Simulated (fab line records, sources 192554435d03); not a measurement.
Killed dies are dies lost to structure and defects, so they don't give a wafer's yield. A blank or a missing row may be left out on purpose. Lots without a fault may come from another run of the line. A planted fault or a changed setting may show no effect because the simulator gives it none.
Chamber matching | flow n5_finfet | N5_DUMMY_GATE_ETCH_29 on rie_diel-03: 4 sister chambers
The step etches underlayer in N2/H2, target depth 13 nm. 8 wafers are shown with their chamber, then 7 later ones without.

WAFERS WITH THEIR CHAMBER
wafer  | chamber | showerhead_plenum_p_Torr (Torr) | throttle_valve_pct (%)
L079.4 | 1       | 2.56                            | 17.59
L080.3 | 1       | 2.55                            | 17.61
L082.5 | 3       | 2.66                            | 17.84
L082.6 | 2       | 2.46                            | 17.99
L088.2 | 3       | 2.65                            | 17.85
L088.4 | 2       | 2.45                            | 18.03
L089.4 | 0       | 2.48                            | 17.64
L089.5 | 0       | 2.47                            | 17.65

WAFERS WITHOUT THEIR CHAMBER
wafer  | showerhead_plenum_p_Torr (Torr) | throttle_valve_pct (%)
L089.6 | 2.65                            | 17.86
L093.2 | 2.65                            | 17.87
L093.3 | 2.47                            | 17.66
L093.5 | 2.47                            | 17.66
L097.2 | 2.47                            | 17.67
L097.3 | 2.64                            | 17.88
L097.5 | 2.64                            | 17.89

WHICH CHAMBER EACH WENT THROUGH
wafer  | from the rows above | in truth
L089.6 | 3                   | 3
L093.2 | 3                   | 3
L093.3 | 0                   | 0
L093.5 | 0                   | 0
L097.2 | 0                   | 0
L097.3 | 3                   | 3
L097.5 | 3                   | 3
Placed correctly: 7 of 7. Can't be placed from these rows: 0. Placed wrongly: 0.
How it was worked out, from the rows above alone: a wafer's distance from a chamber is the root of the sum, over the readings, of the square of ((its reading less the chamber's mean) divided by the reading's scatter). The wafer belongs to the nearest chamber; if the next one is less than 2 further off, it can't be placed. A chamber's mean is the mean of its shown wafers. The scatter: the root of (the sum of the squares of (reading less its chamber's mean) over the shown wafers, divided by (wafers less chambers)).
